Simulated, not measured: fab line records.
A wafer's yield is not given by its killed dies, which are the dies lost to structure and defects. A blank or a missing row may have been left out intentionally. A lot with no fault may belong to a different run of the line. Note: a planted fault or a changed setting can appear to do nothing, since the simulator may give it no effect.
Chamber matching -- flow nandHarc -- NHARC_A_CHANNEL_FILL_D2_ETCHBACK_19 on rieSi-06 has 4 sister chambers
The step etches the open film in HBr/Cl2, target depth 5 nm, time 1.7 s. 8 wafers are shown with their chamber, then 10 later ones without.

## WAFERS WITH THEIR CHAMBER
wafer,chamber,oesProductAu (a.u.),hbrFlowSccm (sccm)
L077.4,0,1.003,149.7
L079.3,0,1.011,149.6
L082.3,3,1.003,150.5
L083.3,1,0.992,150.2
L086.5,2,0.998,150.2
L086.6,3,0.998,150.0
L088.1,2,1.011,149.9
L088.2,1,0.989,149.6

## WAFERS WITH NO CHAMBER GIVEN
wafer,oesProductAu (a.u.),hbrFlowSccm (sccm)
L088.4,0.992,150.3
L089.3,1.011,149.8
L089.4,1.006,149.5
L089.5,1.007,149.6
L091.3,1.002,149.7
L091.5,1.006,150.0
L091.6,0.990,150.3
L093.2,0.997,149.9
L093.4,0.996,149.7
L093.6,1.003,149.3

## THE CHAMBER EACH PASSED THROUGH
wafer,from the rows above,in truth
L088.4,can't be placed: 1 or 3 or 2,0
L089.3,can't be placed: 0 or 2 or 3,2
L089.4,can't be placed: 0 or 2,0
L089.5,can't be placed: 0 or 2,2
L091.3,can't be placed: 0 or 2 or 3 or 1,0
L091.5,can't be placed: 2 or 0 or 3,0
L091.6,can't be placed: 1 or 3 or 2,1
L093.2,can't be placed: 1 or 3 or 2 or 0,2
L093.4,can't be placed: 1 or 2 or 0 or 3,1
L093.6,can't be placed: 0 or 2 or 1 or 3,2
Correctly placed: 0 of 10. Not placeable from these rows: 10 (in 9, the candidates include the true chamber). Number placed wrongly: 0.
How it was worked out, from the rows above alone: a wafer's distance from a chamber is the root of the sum, over the readings, of the square of ((its reading less the chamber's mean) divided by the reading's scatter). The wafer belongs to the nearest chamber; if the next one is less than 2 further off, it can't be placed. Each chamber's mean is taken over the wafers shown for it. The scatter is the square root of a quotient: the sum, over the shown wafers, of each reading's squared deviation from its chamber's mean, divided by wafers minus chambers.
